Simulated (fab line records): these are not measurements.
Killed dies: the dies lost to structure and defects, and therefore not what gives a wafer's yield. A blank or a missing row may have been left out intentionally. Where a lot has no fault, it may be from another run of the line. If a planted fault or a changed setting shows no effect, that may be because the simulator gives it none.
Matching of chambers | flow n5 finfet | 4 sister chambers for N5_SPACER0_ALD_00 on ald sin-01
The step deposits SiOCN, target thk 3.5 nm, pulse time 3 s, purge time 2 s. 22 wafers are shown with their chamber, then 11 later ones without.

## WAFERS PAIRED WITH THEIR CHAMBERS
wafer  | chamber | heater power w (W) | precursor pulse height rel
L076.1 | 3       | 879                | 1.047
L076.3 | 0       | 778                | 1.002
L076.5 | 0       | 797                | 0.998
L077.2 | 0       | 796                | 1.022
L077.3 | 3       | 880                | 0.996
L077.4 | 2       | 963                | 0.981
L078.1 | 1       | 680                | 1.002
L078.3 | 2       | 986                | 1.012
L078.5 | 2       | 953                | 1.001
L081.1 | 3       | 872                | 0.980
L081.5 | 0       | 784                | 1.017
L081.6 | 1       | 699                | 1.001
L084.1 | 2       | 998                | 0.966
L084.2 | 1       | 669                | 0.981
L084.3 | 0       | 795                | 0.990
L087.1 | 2       | 968                | 0.999
L087.2 | 0       | 789                | 0.983
L087.5 | 2       | 948                | 1.021
L088.3 | 1       | 699                | 0.987
L088.4 | 3       | 867                | 1.004
L088.6 | 2       | 1013               | 1.002
L091.1 | 0       | 799                | 0.982

SIGNATURES (averages over the wafers above)
reading                    | chamber 0 | chamber 1 | chamber 2 | chamber 3 | scatter within a chamber
heater power w             | 791.14    | 686.75    | 975.57    | 874.50    | 16
precursor pulse height rel | 0.99914   | 0.99275   | 0.99743   | 1.00675   | 0.0188
Rule: a wafer lies at a distance from a chamber equal to the root of the sum of squares, over the readings, of (its reading less the chamber's mean, divided by the reading's scatter). If the next closest chamber is less than 2 further off than the closest, the wafer can't be placed; otherwise it belongs to the closest. The scatter: the root of (the sum of the squares of (reading less its chamber's mean) over the shown wafers, divided by (wafers less chambers)).

## WAFERS WHOSE CHAMBER IS MISSING
wafer  | heater power w (W) | precursor pulse height rel
L091.4 | 880                | 0.977
L091.5 | 870                | 0.995
L092.1 | 888                | 0.994
L092.2 | 774                | 1.025
L092.5 | 788                | 0.970
L094.2 | 986                | 0.964
L094.3 | 792                | 1.009
L094.6 | 692                | 1.016
L095.1 | 798                | 0.987
L095.2 | 848                | 1.009
L095.3 | 688                | 1.028

## WHICH CHAMBER EACH WENT THROUGH
wafer  | from the rows above     | in truth
L091.4 | 3                       | 3
L091.5 | 3                       | 3
L092.1 | 3                       | 3
L092.2 | 0                       | 0
L092.5 | 0                       | 0
L094.2 | 2                       | 2
L094.3 | 0                       | 0
L094.6 | 1                       | 1
L095.1 | 0                       | 0
L095.2 | can't be placed: 3 or 0 | 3
L095.3 | 1                       | 1
Placed correctly: 10 of 11. Can't be placed from these rows: 1 (the true chamber is among the candidates in 1). 0 placed wrongly.
